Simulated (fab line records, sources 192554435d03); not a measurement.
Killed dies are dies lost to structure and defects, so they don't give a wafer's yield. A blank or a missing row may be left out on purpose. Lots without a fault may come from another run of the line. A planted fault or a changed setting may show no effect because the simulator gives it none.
Which tool did it? | flow n5_finfet | 10 lots, 30 wafers sampled, at 1 step of a route of 1938

WHAT THE GAUGES READ, wafer by wafer
N5_BEOL_M1_RS_MEAS_58: measures by four-point-probe.
lot  | measured     | on            | M1_RS (ohm/sq)
L891 | day 7 13:32  | film_metro-01 | 0.71 0.72 0.68
L894 | day 7 15:37  | film_metro-01 | 0.69 0.64 0.68
L895 | day 7 16:11  | film_metro-01 | 0.69 0.69 0.64
L899 | day 8 20:17  | film_metro-01 | 0.67 0.66 0.65
L900 | day 8 21:46  | film_metro-01 | 0.69 0.71 0.67
L903 | day 9 13:49  | film_metro-02 | 0.67 0.64 0.65
L904 | day 10 01:24 | film_metro-02 | 0.69 0.70 0.70
L905 | day 10 02:20 | film_metro-02 | 0.66 0.69 0.66
L911 | day 11 12:32 | film_metro-02 | 0.69 0.69 0.70
L913 | day 11 21:14 | film_metro-01 | 0.69 0.66 0.65

WHICH TOOL RAN EACH LOT (tool, then ch and the chambers of the sampled wafers, then the start)
The record holds no process step before these readings.

THE ANSWER, worked out from the rows above alone
Rule: what is usual is taken from the lots themselves. Put in order of their means at a reading, lots are off if they are a third of the lots or fewer, leave a main group of 4 or more, and stand apart from it by a gap of 3 or more times the standard deviation of the main group's means; of several such gaps the widest counts. A main group whose means are all the same, to the digits that the tables above print for the reading, isn't used. A lot without any number at a reading at which 4 lots or more have one is off too. The other lots that the step has rows for count as sound.
No lot is off at any reading shown: from this, nothing can be told.

WHAT THE SIMULATOR HAD PUT IN
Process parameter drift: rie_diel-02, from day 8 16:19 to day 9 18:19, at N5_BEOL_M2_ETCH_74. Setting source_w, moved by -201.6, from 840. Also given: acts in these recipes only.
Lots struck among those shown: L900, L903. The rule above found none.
